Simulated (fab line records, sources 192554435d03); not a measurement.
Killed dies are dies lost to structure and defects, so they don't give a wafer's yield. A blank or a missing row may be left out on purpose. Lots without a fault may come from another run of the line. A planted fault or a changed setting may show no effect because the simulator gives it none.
A struck lot beside a sound one | flow n5_finfet | 36 steps out of a route of 1938
Sound: wafers L104.1, L104.2, L104.3. Struck: wafer L118.4. (L118.2, L118.5 of the same lot were not struck and are left out.) The cause comes at the end.
At each step with rows: each side's tool, then ch and its chambers, then its first start. Under that, the readings that differ: sound wafers | struck wafers | difference of the means | sigmas: that difference in standard deviations of wafers without a fault.
alike: readings whose means differ by less than 2 such deviations, and words and numbers that are the same on both sides. not compared: withheld readings, readings that some wafer has no value for, bounds like >300 that may hide the same value, and numbers for which the record gives no deviation and whose values overlap.
The two part at a step that has a row with sigmas, a row that says differs or no value, or rows on one side only. Numbers that don't overlap but have no deviation are shown without sigmas and don't part them. A reading that every wafer of one side lacks parts them only if that side has two wafers or more.

first, 11 steps without rows for these wafers: N5_FIN_SAQP_SPACER1_ETCHBACK_25 (etches SiO2 in CHF3/O2, target depth 24.4 nm, time 12.2 s); N5_FIN_SAQP_MANDREL1_REMOVE_56 (chemistry HBr/Cl2/O2, target a-Si, stops on SiNx, bt time 10 s); N5_FIN_SAQP_ETCH_57 (etches SiNx in CH3F/O2, target depth 32.5 nm, time 46.4 s); N5_FIN_SAQP_ETCH_65 (etches SiO2 in CF4, target depth 4 nm, time 4.4 s); N5_FIN_SAQP_MANDREL_ETCH_58 (etches a-Si in HBr/Cl2, stops on SiNx, target depth 45 nm, bt time 10 s, time 27 s); N5_FIN_SAQP_RECESS_63 (chemistry HF/NH3, target SiO2, target depth 18 nm, afs cycles 3, sublimation time 60 s); N5_FIN_SAQP_COAT_68 (time 60 s, resist thk 100 nm); N5_FIN_SAQP_ETCH_69 (etches SOC in N2/H2, stops on SiNx, target depth 150 nm); N5_FIN_SAQP_ETCH_67 (etches SiNx in CH3F/O2, target depth 30 nm); N5_FIN_SAQP_STRIP_70 (strips in N2/H2); N5_FIN_SAQP_RECESS_71 (chemistry HF/NH3, target SiO2, target depth 3 nm, afs cycles 1, sublimation time 60 s).
N5_FIN_SAQP_SPACER2_ALD_28: deposits SiO2, target thk 8.1 nm, pulse time 1 s, purge time 2 s.
  sound on ald_sin-02 ch 1,2,3, day 2 21:01; struck on ald_sin-02 ch 3, day 6 07:53
  reading                                           | sound                | struck | difference | sigmas
  heater_power_w (W)                                | 363 467 472          | 322    | -112       | -3
  precursor_pulse_height_rel                        | 0.985 0.998 0.969    | 1.031  | +0.047     | +2
  susceptor_temp_C (C)                              | 299.80 300.51 299.94 | 282.06 | -18.02     | -95
  model.SiO2_of_FIN_SAQP_SPACER2_ALD_28.thk_nm (nm) | 8.2 8.2 8.2          | 8.6    | +0.4       |
then, 1 step without rows for these wafers: N5_FIN_SAQP_SPACER2_ETCHBACK_29 (etches SiO2 in CHF3/O2, target depth 12.2 nm, time 6.1 s).
N5_FIN_SAQP_MANDREL2_REMOVE_60: chemistry HBr/Cl2/O2, target a-Si, stops on SiNx, bt time 10 s.
  sound on rie_si-06 ch 1,2,3, day 2 21:25; struck on rie_si-01 ch 0, day 6 08:18
  reading                   | sound             | struck | difference | sigmas
  oes_o_777_au (a.u.)       | 0.954 0.983 0.986 | 1.026  | +0.052     | +3
  rf_hours_counter_h (h)    | 123 46 104        | 156    | +65        |
  model.FIN_SAQP.cd_nm (nm) | 8 8.2 8.2         | 8.8    | +0.7       |
  alike: drypump_motor_current_A, mfc_cl2_sccm, oes_product_au, throttle_valve_pct
then, 4 steps without rows for these wafers: N5_FIN_SAQP_HM_OPEN_33 (chemistry CH3F/O2, target SiNx, target depth 49.4 nm, time 70.6 s); N5_FIN_SAQP_ETCH_34 (etches SiO2 in C4F6/O2, target depth 45 nm, time 15 s); N5_FIN_SAQP_STRIP_77 (strips in N2/H2, time 90 s); N5_FIN_SAQP_ETCH_64 (etches SiO2 in CF4, target depth 1.5 nm).
N5_FIN_SAQP_FIN_ETCH_36: etches the open film in HBr/Cl2/O2, target depth 120 nm, time 50.4 s.
  sound on rie_si-01 ch 0,1,2, day 2 21:59; struck on rie_si-02 ch 0, day 6 08:45
  reading                   | sound     | struck | difference | sigmas
  model.FIN_SAQP.cd_nm (nm) | 7.8 8.2 8 | 8.8    | +0.8       |
  alike: drypump_motor_current_A, mfc_cl2_sccm, oes_o_777_au, oes_product_au, throttle_valve_pct
  not compared: rf_hours_counter_h
then, 14 steps without rows for these wafers: N5_FIN_SAQP_PRECLEAN_38 (cleans in O3/DIW, time 45 s); N5_FIN_SAQP_PRECLEAN_45 (cleans in dHF, time 10 s); N5_FIN_SAQP_SRD_39 (time 30 s); N5_FIN_CUT_COAT_18 (time 60 s, resist thk 230 nm); N5_FIN_CUT_COAT_19 (time 60 s, resist thk 20 nm); N5_FIN_CUT_COAT_29 (time 60 s, resist thk 10 nm); N5_FIN_CUT_COAT_02 (resist thk 30 nm); N5_FIN_CUT_EBR_04; N5_FIN_CUT_SOFTBAKE_03 (time 60 s); N5_FIN_CUT_EXPOSE_05 (exposes mask FIN CUT); N5_FIN_CUT_PEB_06 (peb time 60 s); N5_FIN_CUT_DEVELOP_07 (develop time 30 s); N5_FIN_CUT_DESCUM_13 (chemistry O2, time 7 s); N5_FIN_CUT_ETCH_30 (etches underlayer in N2/H2, target depth 13 nm, time 10.4 s).
N5_STI_FIN_REVEAL_CD_MEAS_22: target cd 6.238 nm, pitch 28 nm.
  sound on cd_sem-02, day 3 08:52; struck on cd_sem-03, day 6 19:43
  reading    | sound          | struck | difference | sigmas
  cd_nm (nm) | 6.18 6.16 6.17 | 7.09   | +0.92      | +3
-- the record jumps here: 6 days lie between the struck wafers' starts before and after (it left off in module STI_FIN_REVEAL and takes up again in module BEOL_M4, whose first step shown is number 1111 of the route) --
N5_BEOL_M4_RC_MEAS_101:
  sound on prober-01 ch 0, day 8 19:41; struck on prober-02 ch 0, day 13 04:32
  reading            | sound             | struck | difference | sigmas
  DIBL_N (mV/V)      | 33.5 36.2 34.9    | 41.4   | +6.5       | +5
  DIBL_P (mV/V)      | 33.4 37.8 35.6    | 41.6   | +6.0       | +5
  IOFF_N (nA/um)     | 0.115 0.177 0.138 | 0.262  | +0.119     | +6
  IOFF_N_85C (nA/um) | 2.3 3.4 2.7       | 4.8    | +2.0       | +6
  IOFF_N_LIN (nA/um) | 0.056 0.081 0.067 | 0.116  | +0.048     | +6
  IOFF_P (nA/um)     | 0.167 0.238 0.198 | 0.264  | +0.063     | +2
  ION_N (uA/um)      | 666 681 680       | 714    | +38        | +4
  SS_N (mV/dec)      | 70.0 71.1 70.9    | 72.0   | +1.3       | +3
  VT_N (mV)          | 253.5 249.4 252.1 | 241.9  | -9.8       | -4
  VT_N_LVT (mV)      | 105.0 98.0 102.5  | 88.4   | -13.4      | -6
  alike: ION_P, SS_P, VT_P
-- the record jumps here: 4 days lie between the struck wafers' starts before and after (it left off in module BEOL_M4 and takes up again in module PASSIVATION, whose first step shown is number 1936 of the route) --
N5_PASSIVATION_PROBE_49:
  sound on prober-02, day 13 10:24; struck on prober-02, day 17 04:22
  reading                | sound | struck | difference | sigmas
  sort_bin_4_leakage (%) | 0 0 0 | 0.08   | +0.08      |
  alike: defect_limited_yield, killed_at_M0_to_M3, killed_at_M4_up, killed_at_contacts, killed_at_front_end, killed_at_other, killed_dies, killed_open, killed_short, sort_bin_5_function, sort_bin_6_memory, sort_n_pass, sort_yield_pct

WHERE THEY PART
First at N5_FIN_SAQP_SPACER2_ALD_28; last, within this record, at N5_BEOL_M4_RC_MEAS_101. Later steps at which nothing parts them and some readings are alike: N5_PASSIVATION_PROBE_49.

WHY: what the simulator had put in
Process parameter drift: ald_sin-02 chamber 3, from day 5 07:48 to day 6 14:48, at N5_FIN_SAQP_SPACER2_ALD_28. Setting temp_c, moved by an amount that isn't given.
